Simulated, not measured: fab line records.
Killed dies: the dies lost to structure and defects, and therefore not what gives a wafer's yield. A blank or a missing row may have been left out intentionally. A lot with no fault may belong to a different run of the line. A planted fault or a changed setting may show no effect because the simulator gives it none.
What tool caused it?	flow nand harc	22 lots, 66 wafers sampled, at 6 steps of a route of 1302

== WHAT THE GAUGES READ, wafer by wafer ==
The record holds no reading of a measuring or inspecting step that can be judged against a usual standard deviation.

== TOOL THAT RAN EACH LOT (tool first, then ch and the chambers of the sampled wafers, then the start) ==
lot	NHARC_A_STAIRCASE_TRIM_191	NHARC_A_STAIRCASE_DESCUM_219	NHARC_A_STAIRCASE_TRIM_226	NHARC_A_STAIRCASE_TRIM_231	NHARC_A_STAIRCASE_STRIP_238	NHARC_A_STAIRCASE_ETCH_253
L074	rie diel-11 ch 0,1,2, day 16 03:22 or earlier	rie diel-03 ch 1,2, day 16 03:22	rie diel-03 ch 0,2, day 16 06:08 or earlier	rie diel-11 ch 0,1,3, day 16 06:08 or earlier	plasma asher-02 ch 0,1, day 16 06:08	rie diel-13 ch 2,3, day 16 07:45
L075	rie diel-11 ch 1,2,3, day 16 03:40 or earlier	rie diel-11 ch 0,2,3, day 16 03:40	rie diel-11 ch 1,2,3, day 16 05:51 or earlier	rie diel-13 ch 1,2,3, day 16 05:51 or earlier	plasma asher-01 ch 0,1, day 16 05:51	rie diel-13 ch 1,2,3, day 16 07:27
L076	rie diel-13 ch 0,2, day 16 17:02 or earlier	rie diel-11 ch 0,2,3, day 16 17:02	rie diel-11 ch 1,2, day 16 19:23 or earlier	rie diel-03 ch 0,1, day 16 19:23 or earlier	plasma asher-01 ch 0,1, day 16 19:23	rie diel-03 ch 1,2, day 16 21:01
L077	rie diel-11 ch 0,1,2, day 17 00:56 or earlier	rie diel-13 ch 0,2,3, day 17 00:56	rie diel-13 ch 0,1,2, day 17 03:13 or earlier	rie diel-11 ch 0,2, day 17 03:13 or earlier	plasma asher-02 ch 0,1, day 17 03:13	rie diel-13 ch 0,1,2, day 17 04:50
L079	rie diel-11 ch 0,1,3, day 17 18:09 or earlier	rie diel-11 ch 0,1,2, day 17 18:09	rie diel-11 ch 0,2,3, day 17 21:05 or earlier	rie diel-03 ch 0,1, day 17 21:05 or earlier	plasma asher-02 ch 0,1, day 17 21:05	rie diel-03 ch 0,3, day 17 22:41
L078	rie diel-11 ch 0,2, day 17 18:13 or earlier	rie diel-11 ch 0,1, day 17 18:13	rie diel-11 ch 0,2,3, day 17 21:09 or earlier	rie diel-11 ch 0,1,3, day 17 21:09 or earlier	plasma asher-01 ch 0,1, day 17 21:09	rie diel-11 ch 0,3, day 17 22:52
L080	rie diel-03 ch 0,3, day 18 13:43 or earlier	rie diel-11 ch 0,1,2, day 18 13:43	rie diel-11 ch 0,2,3, day 18 16:22 or earlier	rie diel-03 ch 0,1, day 18 16:22 or earlier	plasma asher-02 ch 0,1, day 18 16:22	rie diel-13 ch 0,1,2, day 18 17:43
L081	rie diel-11 ch 1,2, day 18 14:04 or earlier	rie diel-11 ch 0,2, day 18 14:04	rie diel-11 ch 0,2,3, day 18 16:47 or earlier	rie diel-11 ch 0,1,2, day 18 16:47 or earlier	plasma asher-02 ch 0, day 18 16:47	rie diel-11 ch 0,1,2, day 18 18:25
L082	rie diel-11 ch 0,1,2, day 19 20:34 or earlier	rie diel-03 ch 0,1,3, day 19 20:34	rie diel-03 ch 0,1,3, day 19 23:05 or earlier	rie diel-03 ch 0,3, day 19 23:05 or earlier	plasma asher-02 ch 1, day 19 23:05	rie diel-11 ch 1,2, day 20 00:41
L083	rie diel-03 ch 0,3, day 19 21:23 or earlier	rie diel-11 ch 0,2,3, day 19 21:23	rie diel-11 ch 0,2, day 19 23:34 or earlier	rie diel-11 ch 1,2,3, day 19 23:34 or earlier	plasma asher-02 ch 0,1, day 19 23:34	rie diel-03 ch 0,1,3, day 20 01:13
L085	rie diel-11 ch 0,1,2, day 20 05:56 or earlier	rie diel-13 ch 0,1, day 20 05:56	rie diel-13 ch 2,3, day 20 08:29 or earlier	rie diel-13 ch 0,1,3, day 20 08:29 or earlier	plasma asher-02 ch 0,1, day 20 08:29	rie diel-11 ch 0,1,2, day 20 10:23
L084	rie diel-13 ch 0,3, day 20 06:12 or earlier	rie diel-11 ch 0,3, day 20 06:12	rie diel-11 ch 1,2,3, day 20 09:02 or earlier	rie diel-13 ch 2,3, day 20 09:02 or earlier	plasma asher-01 ch 0,1, day 20 09:02	rie diel-13 ch 2,3, day 20 10:30
L086	rie diel-03 ch 0,3, day 21 08:07 or earlier	rie diel-11 ch 1,2,3, day 21 08:07	rie diel-11 ch 2,3, day 21 10:19 or earlier	rie diel-11 ch 0,2,3, day 21 10:19 or earlier	plasma asher-01 ch 0, day 21 10:19	rie diel-13 ch 0,2,3, day 21 11:52
L089	rie diel-03 ch 1,3, day 21 22:59 or earlier	rie diel-03 ch 1,2,3, day 21 22:59	rie diel-03 ch 0,1,3, day 22 01:10 or earlier	rie diel-11 ch 0,1,2, day 22 01:10 or earlier	plasma asher-01 ch 0,1, day 22 01:10	rie diel-03 ch 0,2,3, day 22 02:47
L088	rie diel-13 ch 1,2,3, day 22 00:23 or earlier	rie diel-03 ch 0,3, day 22 00:23	rie diel-03 ch 1,2,3, day 22 02:38 or earlier	rie diel-03 ch 0,3, day 22 02:38 or earlier	plasma asher-01 ch 0,1, day 22 02:38	rie diel-11 ch 0,1,3, day 22 04:10
L090	rie diel-03 ch 0,2,3, day 22 10:43 or earlier	rie diel-11 ch 1,2,3, day 22 10:43	rie diel-11 ch 0,3, day 22 13:30 or earlier	rie diel-13 ch 1,2, day 22 13:30 or earlier	plasma asher-01 ch 0,1, day 22 13:30	rie diel-11 ch 0,1,3, day 22 15:03
L091	rie diel-11 ch 0,1,2, day 23 09:13 or earlier	rie diel-13 ch 1,3, day 23 09:13	rie diel-13 ch 1,3, day 23 11:59 or earlier	rie diel-11 ch 0,3, day 23 11:59 or earlier	plasma asher-02 ch 0,1, day 23 11:59	rie diel-13 ch 1,3, day 23 13:28
L092	rie diel-13 ch 1,2,3, day 23 15:33 or earlier	rie diel-11 ch 2,3, day 23 15:33	rie diel-11 ch 0,3, day 23 17:54 or earlier	rie diel-11 ch 1,2, day 23 17:54 or earlier	plasma asher-02 ch 0,1, day 23 17:54	rie diel-03 ch 1,2, day 23 19:27
L093	rie diel-13 ch 0,2, day 23 15:51 or earlier	rie diel-03 ch 2,3, day 23 15:51	rie diel-03 ch 0,3, day 23 18:05 or earlier	rie diel-03 ch 0,1,3, day 23 18:05 or earlier	plasma asher-01 ch 1, day 23 18:05	rie diel-03 ch 0,2,3, day 23 19:38
L094	rie diel-13 ch 0,1, day 24 03:34 or earlier	rie diel-03 ch 0,2,3, day 24 03:34	rie diel-03 ch 0,1, day 24 05:44 or earlier	rie diel-03 ch 0,2, day 24 05:44 or earlier	plasma asher-01 ch 0,1, day 24 05:44	rie diel-03 ch 1,2,3, day 24 07:20
L095	rie diel-13 ch 0,1,2, day 25 00:41 or earlier	rie diel-03 ch 1,2,3, day 25 00:41	rie diel-03 ch 0,1, day 25 02:53 or earlier	rie diel-11 ch 2,3, day 25 02:53 or earlier	plasma asher-01 ch 0,1, day 25 02:53	rie diel-13 ch 1,2,3, day 25 04:28
L097	rie diel-11 ch 1,2,3, day 25 16:21 or earlier	rie diel-03 ch 0,1,2, day 25 16:21	rie diel-03 ch 0,2,3, day 25 18:31 or earlier	rie diel-11 ch 1,2, day 25 18:31 or earlier	plasma asher-02 ch 0,1, day 25 18:31	rie diel-03 ch 0,2, day 25 20:07
- NHARC_A_STAIRCASE_TRIM_191: chemistry O2, time 211.2 s.
- NHARC_A_STAIRCASE_DESCUM_219: chemistry O2, time 3 s.
- NHARC_A_STAIRCASE_TRIM_226: chemistry O2, time 211.2 s.
- NHARC_A_STAIRCASE_TRIM_231: chemistry O2, time 211.2 s.
- NHARC_A_STAIRCASE_STRIP_238: strips in O2.
- NHARC_A_STAIRCASE_ETCH_253: etches the open film in C4F8/O2, target depth 50 nm, time 20.2 s.

== AS READ BY THE TOOLS THEMSELVES (means over the sampled wafers that have a number; for cases with no such wafer, the mark the record gives instead) ==
NHARC_A_STAIRCASE_TRIM_191.
lot	tool	drypump motor current A (A)	mfc ar sccm (sccm)	oes product au (a.u.)	rf vpp V (V)	showerhead plenum p Torr (Torr)	throttle valve pct (%)
L074	rie diel-11	5.9	0.000	1.017	58.1	3.56	17.036
L075	rie diel-11	5.9	0.000	1.013	57.7	3.57	17.043
L076	rie diel-13	6.2	0.000	1.007	57.4	3.44	17.041
L077	rie diel-11	5.9	0.000	1.008	57.8	3.56	17.038
L079	rie diel-11	6.2	0.000	1.004	58.1	3.67	17.026
L078	rie diel-11	5.5	0.000	1.013	57.9	3.52	17.037
L080	rie diel-03	5.7	0.000	1.023	57.1	3.53	17.034
L081	rie diel-11	6.0	0.000	1.012	57.6	3.46	17.043
L082	rie diel-11	5.9	0.000	1.000	58.0	3.54	17.043
L083	rie diel-03	5.8	0.000	1.015	57.9	3.53	17.037
L085	rie diel-11	5.9	0.000	1.000	58.0	3.54	17.036
L084	rie diel-13	6.1	0.000	1.014	58.2	3.55	17.038
L086	rie diel-03	5.6	0.000	1.000	57.2	3.45	17.035
L089	rie diel-03	5.5	0.007	1.003	57.8	3.49	17.028
L088	rie diel-13	5.2	0.000	0.994	57.9	3.52	17.035
L090	rie diel-03	5.7	0.000	0.997	57.6	3.51	17.034
L091	rie diel-11	5.9	0.000	0.997	57.5	3.53	17.041
L092	rie diel-13	5.2	0.000	0.993	57.7	3.52	17.033
L093	rie diel-13	6.2	0.000	0.997	57.3	3.41	17.036
L094	rie diel-13	5.9	0.000	1.008	56.7	3.42	17.044
L095	rie diel-13	5.6	0.000	0.994	57.4	3.40	17.036
L097	rie diel-11	5.9	0.000	1.009	58.7	3.53	17.043

NHARC_A_STAIRCASE_DESCUM_219.
lot	tool	drypump motor current A (A)	mfc ar sccm (sccm)	oes product au (a.u.)	rf vpp V (V)	showerhead plenum p Torr (Torr)	throttle valve pct (%)
L074	rie diel-03	5.1	0.014	1.000	57.3	1.83	11.310
L075	rie diel-11	5.8	0.000	1.015	58.4	1.99	11.310
L076	rie diel-11	5.8	0.000	1.008	56.4	1.99	11.320
L077	rie diel-13	5.8	0.000	0.996	57.0	1.93	11.315
L079	rie diel-11	5.9	0.000	1.008	58.1	1.93	11.314
L078	rie diel-11	6.2	0.000	1.017	58.2	1.94	11.315
L080	rie diel-11	5.9	0.000	1.008	57.6	1.92	11.304
L081	rie diel-11	5.8	0.000	1.021	57.3	1.97	11.306
L082	rie diel-03	5.3	0.007	1.002	57.2	1.85	11.305
L083	rie diel-11	5.8	0.000	0.995	57.6	1.98	11.306
L085	rie diel-13	5.9	0.000	1.010	57.0	1.86	11.314
L084	rie diel-11	6.1	0.000	0.994	58.5	2.05	11.313
L086	rie diel-11	5.9	0.000	0.995	57.7	1.93	11.315
L089	rie diel-03	5.4	0.007	0.994	58.0	1.88	11.310
L088	rie diel-03	5.6	0.000	1.002	57.6	1.87	11.311
L090	rie diel-11	5.9	0.000	1.004	58.4	1.92	11.312
L091	rie diel-13	4.9	0.000	0.992	57.9	1.92	11.306
L092	rie diel-11	5.6	0.000	0.996	57.3	1.90	11.308
L093	rie diel-03	5.8	0.000	1.001	57.7	1.94	11.320
L094	rie diel-03	5.7	0.000	0.990	58.3	1.89	11.322
L095	rie diel-03	5.5	0.007	0.995	57.7	1.87	11.312
L097	rie diel-03	5.3	0.007	0.986	57.1	1.83	11.317

NHARC_A_STAIRCASE_TRIM_226.
lot	tool	drypump motor current A (A)	mfc ar sccm (sccm)	oes product au (a.u.)	rf vpp V (V)	showerhead plenum p Torr (Torr)	throttle valve pct (%)
L074	rie diel-03	5.5	0.000	1.004	58.0	3.45	17.036
L075	rie diel-11	5.9	0.000	1.006	59.1	3.57	17.040
L076	rie diel-11	6.0	0.000	1.018	58.3	3.47	17.034
L077	rie diel-13	5.6	0.000	0.995	57.1	3.44	17.032
L079	rie diel-11	5.8	0.000	1.004	57.9	3.65	17.040
L078	rie diel-11	5.8	0.000	1.014	57.9	3.65	17.046
L080	rie diel-11	5.8	0.000	1.003	58.6	3.65	17.043
L081	rie diel-11	5.8	0.000	1.006	58.4	3.65	17.048
L082	rie diel-03	5.4	0.007	1.008	57.4	3.42	17.031
L083	rie diel-11	5.8	0.000	1.009	57.7	3.63	17.040
L085	rie diel-13	5.5	0.000	1.001	57.9	3.52	17.045
L084	rie diel-11	5.9	0.000	0.997	57.5	3.55	17.036
L086	rie diel-11	5.9	0.000	0.986	57.4	3.65	17.032
L089	rie diel-03	5.3	0.007	0.994	57.9	3.42	17.043
L088	rie diel-03	5.5	0.007	1.004	57.9	3.48	17.038
L090	rie diel-11	6.1	0.000	0.987	59.1	3.75	17.047
L091	rie diel-13	4.9	0.000	0.999	57.7	3.53	17.034
L092	rie diel-11	6.1	0.000	1.001	58.5	3.73	17.037
L093	rie diel-03	5.7	0.000	1.005	58.6	3.51	17.036
L094	rie diel-03	5.0	0.014	0.999	57.0	3.30	17.030
L095	rie diel-03	4.9	0.014	0.998	57.6	3.30	17.035
L097	rie diel-03	5.7	0.000	0.992	58.1	3.49	17.034

NHARC_A_STAIRCASE_TRIM_231.
lot	tool	drypump motor current A (A)	mfc ar sccm (sccm)	oes product au (a.u.)	rf vpp V (V)	showerhead plenum p Torr (Torr)	throttle valve pct (%)
L074	rie diel-11	6.2	0.000	1.010	57.8	3.68	17.030
L075	rie diel-13	5.2	0.000	0.989	58.4	3.55	17.033
L076	rie diel-03	5.2	0.007	1.010	56.8	3.36	17.032
L077	rie diel-11	5.8	0.000	1.009	58.0	3.64	17.039
L079	rie diel-03	5.2	0.007	1.024	57.2	3.36	17.031
L078	rie diel-11	6.2	0.000	1.002	57.3	3.67	17.046
L080	rie diel-03	5.2	0.007	1.011	56.6	3.36	17.034
L081	rie diel-11	5.9	0.000	1.009	58.2	3.55	17.043
L082	rie diel-03	5.6	0.000	1.018	57.8	3.46	17.036
L083	rie diel-11	5.9	0.000	0.997	57.3	3.55	17.027
L085	rie diel-13	5.5	0.000	1.009	57.8	3.55	17.040
L084	rie diel-13	5.5	0.000	1.011	57.8	3.52	17.036
L086	rie diel-11	5.8	0.000	0.998	58.0	3.64	17.037
L089	rie diel-11	5.9	0.000	0.990	57.5	3.54	17.040
L088	rie diel-03	5.7	0.000	1.007	57.4	3.51	17.041
L090	rie diel-13	5.1	0.000	0.992	57.2	3.40	17.028
L091	rie diel-11	6.2	0.000	0.997	58.9	3.74	17.033
L092	rie diel-11	6.0	0.000	0.992	58.6	3.44	17.035
L093	rie diel-03	5.3	0.007	1.005	57.4	3.41	17.043
L094	rie diel-03	5.7	0.000	1.003	57.8	3.49	17.036
L095	rie diel-11	5.6	0.000	1.006	57.6	3.50	17.036
L097	rie diel-11	6.0	0.000	0.997	57.2	3.43	17.037

NHARC_A_STAIRCASE_STRIP_238.
lot	tool	drypump motor current A (A)	heater power w (W)
L074	plasma asher-02	6.0	275
L075	plasma asher-01	5.5	326
L076	plasma asher-01	5.5	326
L077	plasma asher-02	6.0	296
L079	plasma asher-02	6.0	275
L078	plasma asher-01	5.1	323
L080	plasma asher-02	6.1	299
L081	plasma asher-02	5.9	258
L082	plasma asher-02	6.2	332
L083	plasma asher-02	6.0	280
L085	plasma asher-02	6.0	281
L084	plasma asher-01	5.5	325
L086	plasma asher-01	4.8	323
L089	plasma asher-01	5.5	322
L088	plasma asher-01	5.2	326
L090	plasma asher-01	5.1	326
L091	plasma asher-02	6.0	277
L092	plasma asher-02	6.1	301
L093	plasma asher-01	5.9	337
L094	plasma asher-01	5.1	331
L095	plasma asher-01	5.5	330
L097	plasma asher-02	6.1	305

NHARC_A_STAIRCASE_ETCH_253.
lot	tool	oes product au (a.u.)	rf vpp V (V)
L074	rie diel-13	0.959	896
L075	rie diel-13	0.962	897
L076	rie diel-03	0.933	894
L077	rie diel-13	0.965	893
L079	rie diel-03	0.971	893
L078	rie diel-11	0.957	905
L080	rie diel-13	0.967	892
L081	rie diel-11	0.954	896
L082	rie diel-11	0.974	892
L083	rie diel-03	0.979	892
L085	rie diel-11	0.921	897
L084	rie diel-13	0.956	896
L086	rie diel-13	0.977	895
L089	rie diel-03	0.968	896
L088	rie diel-11	0.968	901
L090	rie diel-11	0.961	901
L091	rie diel-13	0.958	900
L092	rie diel-03	0.926	890
L093	rie diel-03	0.962	894
L094	rie diel-03	0.931	894
L095	rie diel-13	0.922	895
L097	rie diel-03	0.949	894

== THE ANSWER, worked out from the rows above alone ==
Rule: usual is defined by the lots themselves. Put in order of their means at a reading, lots are off if they are a third of the lots or fewer, leave a main group of 4 or more, and stand apart from it by a gap of 3 or more times the standard deviation of the main group's means; of several such gaps the widest counts. Not used: any main group whose means are identical at the precision the tables above print for the reading. Also off: a lot with no number at a reading for which 4 or more lots have one. All remaining lots with rows at the step are treated as sound. After the gauges, taken in route order, come the tools' own readings; for these a lot's mean is taken, as printed above. At the first step where some lot is off, the reading lying furthest off is the one used; lots without a number count as furthest.
Across all readings shown, no lot is off: no conclusion can be drawn from this.

== WHAT HAD BEEN PUT IN BY THE SIMULATOR ==
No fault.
